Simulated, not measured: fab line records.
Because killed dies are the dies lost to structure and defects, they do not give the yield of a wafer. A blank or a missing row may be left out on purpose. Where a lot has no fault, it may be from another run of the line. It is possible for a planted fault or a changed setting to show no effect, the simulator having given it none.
fab line records || flow nandHarc
record: {"lots": 6, "wafers": 18, "lastDay": 34}
route steps=1302 shown P_GATE@128 END@1302
lots that met no fault: taken from a fault-free run of the same line
startH: hours from the record's first day to the start of the lot's first wafer shown || waitH: hours from the lot's prior step to this one || " repeats the value in the row above || L1.1+2: a single row standing in for several wafers || - no value, or no start was given || * or withheld: withheld || < > ~ a bound
route shown NAME@n: names a module that has steps shown in the file, with the first one's number in the route || usual: mean/standard deviation of fault-free wafers || same: alike in all rows || chamber/n: place in a boat || sites: readings site by site || _std_site: their standard deviation || _edge_site: outer sites' mean less inner sites' || radiusMm: how far each site lies from the wafer's centre || mask NAME#n: copy n || behind: the most recent tool/chamber to have shaped the wafer || hold: cause of the lot's hold/its duration in hours/its outcome || device: which transistor (n, p or np) failed to switch || end of line: tests run on the same wafers once the route is complete || a step given without rows: its recipe and nothing more || killed: count of dies lost to structure and defects at first sort (not the wafer's yield) || map: the dies of a wafer, with x for killed, . for not killed, _ for no die there
set.NAME: the run value of the setting; set.NAME@STEP: its run value at that earlier step || model.NAME: the simulator's own value behind a step, which no gauge read
lots at some steps of the route; a table a step, a row a wafer
services: from which hour (startH, from the record's first day; less than 0 if before it) a tool's chamber was out of use, for how many hours, and why
== steps ==
step: NHARC_P_GATE_SRD_72
step: NHARC_P_GATE_OXIDE_16
recipe: {"targetThkA": 30, "tempC": 875, "oxTimeS": 392, "material": "SiO2"}
step: NHARC_P_GATE_CVD_17
recipe: {"targetThkA": 1500, "tempC": 620, "timeS": 900, "material": "poly-Si"}
step: NHARC_P_GATE_HM_DEP_102
recipe: {"targetThkA": 1200, "tempC": 400, "material": "aC"}
usual: {"throttleValvePct": "35.001/0.0084"}
{"lot.wafer": "L194.1", "tool": "aclDep-02", "chamber": 0, "startH": 155.19, "waitH": 1.1, "throttleValvePct": 34.995}
{"lot.wafer": "L194.2", "tool": "aclDep-02", "chamber": 0, "startH": 155.19, "waitH": 1.1, "throttleValvePct": 35.012}
{"lot.wafer": "L194.4", "tool": "aclDep-02", "chamber": 0, "startH": 155.19, "waitH": 1.1, "throttleValvePct": 35.005}
{"lot.wafer": "L200.3", "tool": "aclDep-01", "chamber": 0, "startH": 219.75, "waitH": 3.1, "throttleValvePct": 34.996}
{"lot.wafer": "L200.5", "tool": "aclDep-01", "chamber": 0, "startH": 219.75, "waitH": 3.1, "throttleValvePct": 34.994}
{"lot.wafer": "L200.6", "tool": "aclDep-01", "chamber": 0, "startH": 219.75, "waitH": 3.1, "throttleValvePct": 35.016}
{"lot.wafer": "L201.2", "tool": "aclDep-03", "chamber": 0, "startH": 243.06, "waitH": 3.0, "throttleValvePct": 34.998}
{"lot.wafer": "L201.3", "tool": "aclDep-03", "chamber": 0, "startH": 243.06, "waitH": 3.0, "throttleValvePct": 35.010}
{"lot.wafer": "L201.4", "tool": "aclDep-03", "chamber": 0, "startH": 243.06, "waitH": 3.0, "throttleValvePct": 35.005}
{"lot.wafer": "L207.1", "tool": "aclDep-02", "chamber": 0, "startH": 289.11, "waitH": 0.8, "throttleValvePct": 35.007}
{"lot.wafer": "L207.4", "tool": "aclDep-02", "chamber": 0, "startH": 289.11, "waitH": 0.8, "throttleValvePct": 34.997}
{"lot.wafer": "L207.6", "tool": "aclDep-02", "chamber": 0, "startH": 289.11, "waitH": 0.8, "throttleValvePct": 35.004}
{"lot.wafer": "L209.4", "tool": "aclDep-02", "chamber": 0, "startH": 301.31, "waitH": 2.4, "throttleValvePct": 35.017}
{"lot.wafer": "L209.5", "tool": "aclDep-02", "chamber": 0, "startH": 301.31, "waitH": 2.4, "throttleValvePct": 35.000}
{"lot.wafer": "L209.6", "tool": "aclDep-02", "chamber": 0, "startH": 301.31, "waitH": 2.4, "throttleValvePct": 35.010}
{"lot.wafer": "L211.1", "tool": "aclDep-01", "chamber": 0, "startH": 327.91, "waitH": 1.1, "throttleValvePct": 34.998}
{"lot.wafer": "L211.3", "tool": "aclDep-01", "chamber": 0, "startH": 327.91, "waitH": 1.1, "throttleValvePct": 34.999}
{"lot.wafer": "L211.5", "tool": "aclDep-01", "chamber": 0, "startH": 327.91, "waitH": 1.1, "throttleValvePct": 34.996}
step: NHARC_P_GATE_DEP_103
recipe: {"targetThkA": 300, "targetThkNm": 30, "tempC": 400, "flowSccm": 200, "rfW": 350, "material": "SiON"}
usual: {"heaterPowerOuterW": "474/71", "heaterPowerW": "784/110", "rfFwdPowerW": "348.6/1.2"}
{"lot.wafer": "L194.1", "tool": "pecvd-01", "chamber": 0, "startH": 155.88, "waitH": 0.6, "heaterPowerOuterW": 379, "heaterPowerW": 697, "rfFwdPowerW": 350.5}
{"lot.wafer": "L194.2", "tool": "pecvd-01", "chamber": 1, "startH": 155.88, "waitH": 0.6, "heaterPowerOuterW": 507, "heaterPowerW": 868, "rfFwdPowerW": 348.7}
{"lot.wafer": "L194.4", "tool": "pecvd-01", "chamber": 0, "startH": 155.88, "waitH": 0.6, "heaterPowerOuterW": 383, "heaterPowerW": 698, "rfFwdPowerW": 349.8}
{"lot.wafer": "L200.3", "tool": "pecvd-04", "chamber": 1, "startH": 220.26, "waitH": 0.4, "heaterPowerOuterW": 598, "heaterPowerW": 1036, "rfFwdPowerW": 348.3}
{"lot.wafer": "L200.6", "tool": "pecvd-04", "chamber": 2, "startH": 220.26, "waitH": 0.4, "heaterPowerOuterW": 501, "heaterPowerW": 747, "rfFwdPowerW": 346.5}
{"lot.wafer": "L200.5", "tool": "pecvd-04", "chamber": 1, "startH": 220.26, "waitH": 0.4, "heaterPowerOuterW": 607, "heaterPowerW": 1037, "rfFwdPowerW": 347.4}
{"lot.wafer": "L201.2", "tool": "pecvd-01", "chamber": 1, "startH": 243.63, "waitH": 0.5, "heaterPowerOuterW": 513, "heaterPowerW": 899, "rfFwdPowerW": 348.8}
{"lot.wafer": "L201.3", "tool": "pecvd-01", "chamber": 2, "startH": 243.63, "waitH": 0.5, "heaterPowerOuterW": 500, "heaterPowerW": 772, "rfFwdPowerW": 348.7}
{"lot.wafer": "L201.4", "tool": "pecvd-01", "chamber": 0, "startH": 243.63, "waitH": 0.5, "heaterPowerOuterW": 342, "heaterPowerW": 633, "rfFwdPowerW": 348.6}
{"lot.wafer": "L207.1", "tool": "pecvd-01", "chamber": 1, "startH": 289.81, "waitH": 0.6, "heaterPowerOuterW": 490, "heaterPowerW": 857, "rfFwdPowerW": 349.3}
{"lot.wafer": "L207.6", "tool": "pecvd-01", "chamber": 1, "startH": 289.81, "waitH": 0.6, "heaterPowerOuterW": 494, "heaterPowerW": 863, "rfFwdPowerW": 350.2}
{"lot.wafer": "L207.4", "tool": "pecvd-01", "chamber": 2, "startH": 289.81, "waitH": 0.6, "heaterPowerOuterW": 497, "heaterPowerW": 777, "rfFwdPowerW": 349.7}
{"lot.wafer": "L209.6", "tool": "pecvd-02", "chamber": 2, "startH": 301.74, "waitH": 0.1, "heaterPowerOuterW": 460, "heaterPowerW": 715, "rfFwdPowerW": 348.5}
{"lot.wafer": "L209.5", "tool": "pecvd-02", "chamber": 0, "startH": 301.74, "waitH": 0.1, "heaterPowerOuterW": 412, "heaterPowerW": 715, "rfFwdPowerW": 346.7}
{"lot.wafer": "L209.4", "tool": "pecvd-02", "chamber": 1, "startH": 301.74, "waitH": 0.1, "heaterPowerOuterW": 420, "heaterPowerW": 686, "rfFwdPowerW": 348.4}
{"lot.wafer": "L211.1", "tool": "pecvd-04", "chamber": 1, "startH": 328.62, "waitH": 0.6, "heaterPowerOuterW": 547, "heaterPowerW": 962, "rfFwdPowerW": 348.4}
{"lot.wafer": "L211.3", "tool": "pecvd-04", "chamber": 1, "startH": 328.62, "waitH": 0.6, "heaterPowerOuterW": 552, "heaterPowerW": 972, "rfFwdPowerW": 348.8}
{"lot.wafer": "L211.5", "tool": "pecvd-04", "chamber": 2, "startH": 328.62, "waitH": 0.6, "heaterPowerOuterW": 395, "heaterPowerW": 632, "rfFwdPowerW": 350.9}
step: NHARC_P_GATE_DEHYDRATE_18
recipe: {"tempC": 150, "timeS": 120}
step: NHARC_P_GATE_HMDS_19
recipe: {"timeS": 30}
step: NHARC_P_GATE_COAT_20
recipe: {"spinRpm": 1500, "resistThkNm": 90}
step: NHARC_P_GATE_SOFTBAKE_21
recipe: {"tempC": 105, "timeS": 55}
step: NHARC_P_GATE_EBR_22
step: NHARC_P_GATE_EXPOSE_23
recipe: {"na": 1.35, "targetCdNm": 120, "doseMj": 93.91, "maskId": "P_GATE"}
step: NHARC_P_GATE_PEB_24
recipe: {"pebTempC": 100, "pebTimeS": 65}
step: NHARC_P_GATE_DEVELOP_25
recipe: {"developTimeS": 35, "devTempC": 23}
usual: {"developerTempC": "23.01/0.1", "exhaustPa": "45.2/0.86"}
{"lot.wafer": "L194.1", "tool": "lithoTrack-06", "chamber": 0, "startH": 156, "waitH": "-", "developerTempC": 23.21, "exhaustPa": 44.6}
{"lot.wafer": "L194.2", "tool": "lithoTrack-06", "chamber": 0, "startH": 156, "waitH": "-", "developerTempC": 22.99, "exhaustPa": 44.5}
{"lot.wafer": "L194.4", "tool": "lithoTrack-06", "chamber": 0, "startH": 156, "waitH": "-", "developerTempC": 22.94, "exhaustPa": 45.1}
{"lot.wafer": "L200.3", "tool": "lithoTrack-04", "chamber": 0, "startH": 220, "waitH": "-", "developerTempC": 22.16, "exhaustPa": 45.8}
{"lot.wafer": "L200.5", "tool": "lithoTrack-04", "chamber": 0, "startH": 220, "waitH": "-", "developerTempC": 22.06, "exhaustPa": 45.0}
{"lot.wafer": "L200.6", "tool": "lithoTrack-04", "chamber": 0, "startH": 220, "waitH": "-", "developerTempC": 22.14, "exhaustPa": 45.6}
{"lot.wafer": "L201.2", "tool": "lithoTrack-04", "chamber": 0, "startH": 244, "waitH": "-", "developerTempC": 22.08, "exhaustPa": 45.4}
{"lot.wafer": "L201.3", "tool": "lithoTrack-04", "chamber": 0, "startH": 244, "waitH": "-", "developerTempC": 22.21, "exhaustPa": 46.9}
{"lot.wafer": "L201.4", "tool": "lithoTrack-04", "chamber": 0, "startH": 244, "waitH": "-", "developerTempC": 22.24, "exhaustPa": 44.6}
{"lot.wafer": "L207.1", "tool": "lithoTrack-01", "chamber": 0, "startH": 290, "waitH": "-", "developerTempC": 22.90, "exhaustPa": 47.1}
{"lot.wafer": "L207.4", "tool": "lithoTrack-01", "chamber": 0, "startH": 290, "waitH": "-", "developerTempC": 23.09, "exhaustPa": 46.6}
{"lot.wafer": "L207.6", "tool": "lithoTrack-01", "chamber": 0, "startH": 290, "waitH": "-", "developerTempC": 23.01, "exhaustPa": 46.7}
{"lot.wafer": "L209.4", "tool": "lithoTrack-06", "chamber": 0, "startH": 302, "waitH": "-", "developerTempC": 22.94, "exhaustPa": 44.7}
{"lot.wafer": "L209.5", "tool": "lithoTrack-06", "chamber": 0, "startH": 302, "waitH": "-", "developerTempC": 23.09, "exhaustPa": 45.7}
{"lot.wafer": "L209.6", "tool": "lithoTrack-06", "chamber": 0, "startH": 302, "waitH": "-", "developerTempC": 23.05, "exhaustPa": 44.8}
{"lot.wafer": "L211.1", "tool": "lithoTrack-04", "chamber": 0, "startH": 329, "waitH": "-", "developerTempC": 23.02, "exhaustPa": 47.1}
{"lot.wafer": "L211.3", "tool": "lithoTrack-04", "chamber": 0, "startH": 329, "waitH": "-", "developerTempC": 22.99, "exhaustPa": 47.1}
{"lot.wafer": "L211.5", "tool": "lithoTrack-04", "chamber": 0, "startH": 329, "waitH": "-", "developerTempC": 22.99, "exhaustPa": 45.5}
step: NHARC_P_GATE_CD_MEAS_26
recipe: {"targetCdNm": 120, "landingEnergyEv": 500}
usual: {"cdNm": "119.9/0.43"}
{"lot.wafer": "L194.1", "tool": "cdSem-02", "chamber": 0, "startH": 156.53, "waitH": "-", "cdNm": 120.3}
{"lot.wafer": "L194.2", "tool": "cdSem-02", "chamber": 0, "startH": 156.53, "waitH": "-", "cdNm": 119.9}
{"lot.wafer": "L194.4", "tool": "cdSem-02", "chamber": 0, "startH": 156.53, "waitH": "-", "cdNm": 119.9}
{"lot.wafer": "L200.3", "tool": "cdSem-03", "chamber": 0, "startH": 220.88, "waitH": "-", "cdNm": 119.6}
{"lot.wafer": "L200.5", "tool": "cdSem-03", "chamber": 0, "startH": 220.88, "waitH": "-", "cdNm": 119.8}
{"lot.wafer": "L200.6", "tool": "cdSem-03", "chamber": 0, "startH": 220.88, "waitH": "-", "cdNm": 120.2}
{"lot.wafer": "L201.2", "tool": "cdSem-01", "chamber": 0, "startH": 244.29, "waitH": "-", "cdNm": 119.8}
{"lot.wafer": "L201.3", "tool": "cdSem-01", "chamber": 0, "startH": 244.29, "waitH": "-", "cdNm": 119.7}
{"lot.wafer": "L201.4", "tool": "cdSem-01", "chamber": 0, "startH": 244.29, "waitH": "-", "cdNm": 119.7}
{"lot.wafer": "L207.1", "tool": "cdSem-01", "chamber": 0, "startH": 290.47, "waitH": "-", "cdNm": 120.3}
{"lot.wafer": "L207.4", "tool": "cdSem-01", "chamber": 0, "startH": 290.47, "waitH": "-", "cdNm": 119.7}
{"lot.wafer": "L207.6", "tool": "cdSem-01", "chamber": 0, "startH": 290.47, "waitH": "-", "cdNm": 119.7}
{"lot.wafer": "L209.4", "tool": "cdSem-02", "chamber": 0, "startH": 302.34, "waitH": "-", "cdNm": 120.0}
{"lot.wafer": "L209.5", "tool": "cdSem-02", "chamber": 0, "startH": 302.34, "waitH": "-", "cdNm": 118.6}
{"lot.wafer": "L209.6", "tool": "cdSem-02", "chamber": 0, "startH": 302.34, "waitH": "-", "cdNm": 119.7}
{"lot.wafer": "L211.1", "tool": "cdSem-01", "chamber": 0, "startH": 329.22, "waitH": "-", "cdNm": 120.3}
{"lot.wafer": "L211.3", "tool": "cdSem-01", "chamber": 0, "startH": 329.22, "waitH": "-", "cdNm": 120.3}
{"lot.wafer": "L211.5", "tool": "cdSem-01", "chamber": 0, "startH": 329.22, "waitH": "-", "cdNm": 120.7}
step: NHARC_END_SORT_01
recipe: {"tempC": 25}
usual: {"killedAtArray": "54/23", "killedAtOther": "1.2/1.5", "killedAtPeriphery": "3.9/2.5", "killedDies": "59/23", "killedOpen": "3.2/1.7", "killedShort": "2.4/1.6"}
same: {"grossDies": 677}
{"lot.wafer": "L201.2", "tool": "prober-02", "chamber": 0, "startH": 734.94, "waitH": 2.8, "killedAtArray": 76, "killedAtOther": 3, "killedAtPeriphery": 5, "killedDies": 84, "killedOpen": 3, "killedShort": 1}
{"lot.wafer": "L201.3", "tool": "prober-02", "chamber": 0, "startH": 735.75, "waitH": 3.1, "killedAtArray": 94, "killedAtOther": 0, "killedAtPeriphery": 6, "killedDies": 100, "killedOpen": 4, "killedShort": 4}
{"lot.wafer": "L201.4", "tool": "prober-02", "chamber": 0, "startH": 736.56, "waitH": 3.4, "killedAtArray": 66, "killedAtOther": 1, "killedAtPeriphery": 5, "killedDies": 72, "killedOpen": 6, "killedShort": 4}
{"lot.wafer": "L209.4", "tool": "prober-01", "chamber": 0, "startH": 773.40, "waitH": 3.4, "killedAtArray": 49, "killedAtOther": 2, "killedAtPeriphery": 1, "killedDies": 52, "killedOpen": 1, "killedShort": 3}
{"lot.wafer": "L209.5", "tool": "prober-01", "chamber": 0, "startH": 774.20, "waitH": 3.7, "killedAtArray": 49, "killedAtOther": 0, "killedAtPeriphery": 7, "killedDies": 56, "killedOpen": 3, "killedShort": 3}
{"lot.wafer": "L209.6", "tool": "prober-01", "chamber": 0, "startH": 775.00, "waitH": 4.0, "killedAtArray": 58, "killedAtOther": 1, "killedAtPeriphery": 4, "killedDies": 63, "killedOpen": 4, "killedShort": 3}
killed by level:class
L201.2 A_CHANNEL_HOLE_D1:chamberFilmFlake=32 A_SLIT:chamberFilmFlake=25 A_CHANNEL_HOLE_D2:chamberFilmFlake=13 A_M0:geometricParticle:open=2 THIN_TSV:unspecified=2 P_M0:geometricParticle:short=1 P_BONDPAD:geometricParticle:open=1 P_ZERO_WELL:chamberFilmFlake=1
L201.3 A_CHANNEL_HOLE_D1:chamberFilmFlake=37 A_SLIT:chamberFilmFlake=27 A_CHANNEL_HOLE_D2:chamberFilmFlake=10 A_CONTACT:chamberFilmFlake=4 P_GATE:chamberFilmFlake=3 A_BLC:chamberFilmFlake=3 A_CHANNEL_FILL_D1:geometricParticle:short=2 A_WL_FILL:geometricParticle:open=2
L201.4 A_CHANNEL_HOLE_D1:chamberFilmFlake=30 A_SLIT:chamberFilmFlake=17 A_STAIRCASE:chamberFilmFlake=4 P_GATE:chamberFilmFlake=3 A_ONON_D1:geometricParticle:open=2 A_WL_FILL:geometricParticle:short=2 A_M0:geometricParticle:open=2 A_CHANNEL_HOLE_D2:chamberFilmFlake=2
L209.4 A_CHANNEL_HOLE_D2:chamberFilmFlake=20 A_SLIT:chamberFilmFlake=10 A_CHANNEL_HOLE_D1:chamberFilmFlake=9 A_CONTACT:chamberFilmFlake=4 THIN_TSV:chamberFilmFlake=2 P_CONTACT:geometricParticle:short=1 A_ONON_D1:geometricParticle:short=1 A_ONON_D2:geometricParticle:short=1
L209.5 A_CHANNEL_HOLE_D2:chamberFilmFlake=14 A_SLIT:chamberFilmFlake=13 A_CONTACT:chamberFilmFlake=9 A_CHANNEL_HOLE_D1:chamberFilmFlake=8 P_M0:geometricParticle:short=2 A_WL_FILL:geometricParticle:open=2 P_GATE:chamberFilmFlake=2 P_M1:chamberFilmFlake=2
L209.6 A_CHANNEL_HOLE_D2:chamberFilmFlake=18 A_CHANNEL_HOLE_D1:chamberFilmFlake=15 A_SLIT:chamberFilmFlake=11 A_CONTACT:chamberFilmFlake=8 P_M1:chamberFilmFlake=2 P_CONTACT:geometricParticle:open=1 A_CHANNEL_FILL_D2:geometricParticle:short=1 A_WL_FILL:geometricParticle:short=1
== services ==
{"tool": "pecvd-01", "chamber": 0, "startH": 143.18, "hours": "-", "kind": "clean"}
{"tool": "pecvd-01", "chamber": 1, "startH": 143.18, "hours": "-", "kind": "clean"}
{"tool": "pecvd-01", "chamber": 2, "startH": 143.18, "hours": "-", "kind": "clean"}
{"tool": "lithoTrack-01", "chamber": "-", "startH": 155.00, "hours": 7.0, "kind": "pm"}
{"tool": "pecvd-01", "chamber": 1, "startH": 159.31, "hours": 2.1, "kind": "repair"}
{"tool": "pecvd-04", "chamber": 2, "startH": 159.49, "hours": 16.5, "kind": "repair"}
{"tool": "lithoTrack-06", "chamber": "-", "startH": 179.00, "hours": 7.0, "kind": "pm"}
{"tool": "pecvd-02", "chamber": "-", "startH": 180.38, "hours": 2.6, "kind": "repair"}
{"tool": "aclDep-01", "chamber": "-", "startH": 192.41, "hours": 13.0, "kind": "pm"}
{"tool": "lithoTrack-04", "chamber": "-", "startH": 203.00, "hours": 7.0, "kind": "pm"}
{"tool": "pecvd-02", "chamber": "-", "startH": 227.00, "hours": 13.0, "kind": "pm"}
{"tool": "aclDep-02", "chamber": "-", "startH": 245.28, "hours": 13.0, "kind": "pm"}
{"tool": "pecvd-04", "chamber": "-", "startH": 273.65, "hours": 13.0, "kind": "pm"}
{"tool": "pecvd-01", "chamber": 1, "startH": 277.13, "hours": 4.1, "kind": "repair"}
{"tool": "pecvd-01", "chamber": "-", "startH": 284.69, "hours": 0.3, "kind": "repair"}
{"tool": "aclDep-03", "chamber": "-", "startH": 304.43, "hours": 13.0, "kind": "pm"}
{"tool": "pecvd-01", "chamber": "-", "startH": 311.18, "hours": 13.0, "kind": "pm"}
{"tool": "pecvd-01", "chamber": 0, "startH": 311.18, "hours": 13.0, "kind": "ventCycle"}
{"tool": "pecvd-01", "chamber": 1, "startH": 311.18, "hours": 13.0, "kind": "ventCycle"}
{"tool": "pecvd-01", "chamber": 2, "startH": 311.18, "hours": 13.0, "kind": "ventCycle"}
{"tool": "pecvd-01", "chamber": 0, "startH": 324.18, "hours": "-", "kind": "clean"}
{"tool": "pecvd-01", "chamber": 1, "startH": 324.18, "hours": "-", "kind": "clean"}
{"tool": "pecvd-01", "chamber": 2, "startH": 324.18, "hours": "-", "kind": "clean"}
{"tool": "pecvd-04", "chamber": 0, "startH": 326.59, "hours": 8.8, "kind": "repair"}
== key ==
firstSign: {"step": "NHARC_P_GATE_DEVELOP_25", "reading": "developerTempC", "direction": "down", "sigmas": 8.3, "usual": "*", "struck": "*"}
effect none on later readings
metAt NHARC_P_GATE_DEVELOP_25
struckWafers L200.3,L200.5,L200.6,L201.2,L201.3,L201.4
testerLeftOut L200,L201
fault: {"kind": "processParameterDrift", "tool": "lithoTrack-04", "chamber": "-", "onsetH": 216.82, "steps": "NHARC_P_GATE_DEVELOP_25", "channel": "devTempC", "offset": "*", "shape": "step", "endH": 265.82, "actsIn": "*", "stated": "*"}
testerLeftOut: of these lots the tester's yield and bins aren't shown, on N5 and GAA mostly nor the transistor test; their killed dies are dies lost to structure and defects alone, not to doping, threshold or leakage, so they don't give the yield
